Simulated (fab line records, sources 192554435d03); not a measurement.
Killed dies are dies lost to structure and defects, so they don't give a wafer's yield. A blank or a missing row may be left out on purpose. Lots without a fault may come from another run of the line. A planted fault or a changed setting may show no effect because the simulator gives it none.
Split-lot experiment | flow n5_finfet | 7 lots, 21 wafers read, on a route of 1938 steps

THE SPLIT
At N5_PASSIVATION_VIA_ETCH_13 (etches SiO2 in CHF3/O2, target depth 660 nm, time 330 s), the setting source_w was moved away from the recipe's 650 W on 8 of the 21 wafers read, by -17.1% to +11.0%. The other wafers ran this setting at the recipe's value.

The reading is taken at the split's own step.

THE READING
rf_vpp_V, in V, at N5_PASSIVATION_VIA_ETCH_13 (etches SiO2 in CHF3/O2, target depth 660 nm, time 330 s). Fault-free wafers of this fab line usually give 521 V, standard deviation 3.4 V.

wafer  | tool, chamber at the split | source_w as run, W | against the recipe | rf_vpp_V, V | against lot-mates on the recipe
L079.1 | rie_diel-05, 1             | 538.9              | -17.1%             | 569         | +45
L079.2 | rie_diel-05, 0             | 650                | recipe             | 524         | -
L079.5 | rie_diel-05, 0             | 538.9              | -17.1%             | 576         | +52
L081.1 | rie_diel-06, 0             | 650                | recipe             | 521         | -
L081.4 | rie_diel-06, 1             | 650                | recipe             | 523         | -
L081.5 | rie_diel-06, 3             | 650                | recipe             | 517         | -
L082.2 | rie_diel-05, 2             | 721.4              | +11.0%             | 499         | -19
L082.4 | rie_diel-05, 1             | 650                | recipe             | 518         | -
L082.5 | rie_diel-05, 2             | 721.4              | +11.0%             | 501         | -17
L086.1 | rie_diel-02, 3             | 650                | recipe             | 524         | -
L086.5 | rie_diel-02, 3             | 650                | recipe             | 524         | -
L086.6 | rie_diel-02, 0             | 686.7              | +5.6%              | 504         | -20
L087.1 | rie_diel-05, 0             | 650                | recipe             | 523         | -
L087.2 | rie_diel-05, 2             | 650                | recipe             | 525         | -
L087.5 | rie_diel-05, 3             | 650                | recipe             | 524         | -
L090.1 | rie_diel-06, 1             | 708.4              | +9.0%              | 501         | -16
L090.5 | rie_diel-06, 3             | 650                | recipe             | 514         | -
L090.6 | rie_diel-06, 0             | 650                | recipe             | 521         | -
L096.2 | rie_diel-02, 3             | 650                | recipe             | 525         | -
L096.5 | rie_diel-02, 0             | 561.6              | -13.6%             | 555         | +30
L096.6 | rie_diel-02, 1             | 561.6              | -13.6%             | 556         | +31

THE FIT
A straight line over all 21 wafers: rf_vpp_V changes by -2.59 V for each +1% of source_w; r = -0.98; the points scatter about the line by 4.2 V.
The same after taking each lot's own level away (the mean of its wafers on the recipe; 21 wafers): -2.38 V for each +1%; r = -0.98; scatter 4.4 V.
On that fit, the largest move of source_w shifts the reading by 41 V.
The lots' own levels span 517.5 to 525.0 V, that is 2.2 times the standard deviation above.
So the lot-to-lot level changes the slope little: the two slopes agree.
Check: with one of the wafers moved furthest among these (-17.1%) left out of the fit, the line predicts +40.9 V for it against its lot-mates. It came out at +45 V against them.
Tool readings at the split's step, against how far the setting was moved: etch_rf_on_time_s r = -0.83; rf_vpp_V r = -0.98.

OTHER SPLITS ON THESE WAFERS
These wafers also went through other splits before the reading. Each is held against what the fit with the lots' levels taken away leaves over:
other split on the same wafers     | wafers away from the commonest value | r with rf_vpp_V (lot level and that fit taken away)
N5_MIM_TOP_LITHO_EXPOSE_05 dose_mj | 4                                    | -0.16

THE WHOLE CHAIN: every reading that the file lists as answering this split, in the file's order
step                       | what it does                                            | reading           | change (the file's fit)              | r (the file's)
N5_PASSIVATION_VIA_ETCH_13 | etches SiO2 in CHF3/O2, target depth 660 nm, time 330 s | etch_rf_on_time_s | withheld for each +1% of the setting | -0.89
N5_PASSIVATION_VIA_ETCH_13 | etches SiO2 in CHF3/O2, target depth 660 nm, time 330 s | rf_vpp_V          | -2.41 V for each +1% of the setting  | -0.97

THE FILE'S OWN FIT
rf_vpp_V changes by -2.41 V for each +1% of source_w, r = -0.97.
